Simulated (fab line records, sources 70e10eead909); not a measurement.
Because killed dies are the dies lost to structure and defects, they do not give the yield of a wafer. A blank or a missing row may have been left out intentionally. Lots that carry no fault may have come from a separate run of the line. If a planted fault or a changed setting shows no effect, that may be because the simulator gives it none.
Matching of chambers | flow nand harc | 4 sister chambers for NHARC_A_BLC_DESCUM_15 on rie diel-11
The step chemistry O2, time 3 s. 8 wafers are shown with their chamber, then 8 later ones without.

EACH WAFER AND ITS CHAMBER
wafer  | chamber | drypump motor current A (A) | oes product au (a.u.)
L083.2 | 3       | 6.2                         | 0.981
L083.5 | 3       | 6.2                         | 0.993
L086.1 | 2       | 5.8                         | 0.980
L086.5 | 0       | 6.5                         | 1.000
L091.1 | 0       | 6.4                         | 1.007
L091.3 | 2       | 5.9                         | 0.982
L091.4 | 1       | 5.0                         | 0.992
L090.1 | 1       | 5.0                         | 1.004

WAFERS WITH NO CHAMBER GIVEN
wafer  | drypump motor current A (A) | oes product au (a.u.)
L090.2 | 5.8                         | 0.987
L090.6 | 6.4                         | 0.998
L095.1 | 5.8                         | 0.992
L095.2 | 6.5                         | 1.015
L095.4 | 6.2                         | 0.995
L097.1 | 5.8                         | 0.988
L097.5 | 5.0                         | 1.004
L097.6 | 6.4                         | 1.001

THE CHAMBER EACH PASSED THROUGH
wafer  | from the rows above | in truth
L090.2 | 2                   | 2
L090.6 | 0                   | 0
L095.1 | 2                   | 2
L095.2 | 0                   | 0
L095.4 | 3                   | 3
L097.1 | 2                   | 2
L097.5 | 1                   | 1
L097.6 | 0                   | 0
Correct placement for 8 of the 8. Not placeable from these rows: 0. Wrongly placed: 0.
How it was worked out, from the rows above alone: a wafer's distance from a chamber is the root of the sum, over the readings, of the square of ((its reading less the chamber's mean) divided by the reading's scatter). The wafer belongs to the nearest chamber; if the next one is less than 2 further off, it can't be placed. For every chamber, the mean is computed from those of its wafers that are shown. The scatter: take each reading less its chamber's mean, square it, sum over the shown wafers, divide by the number of wafers less the number of chambers, and take the root.
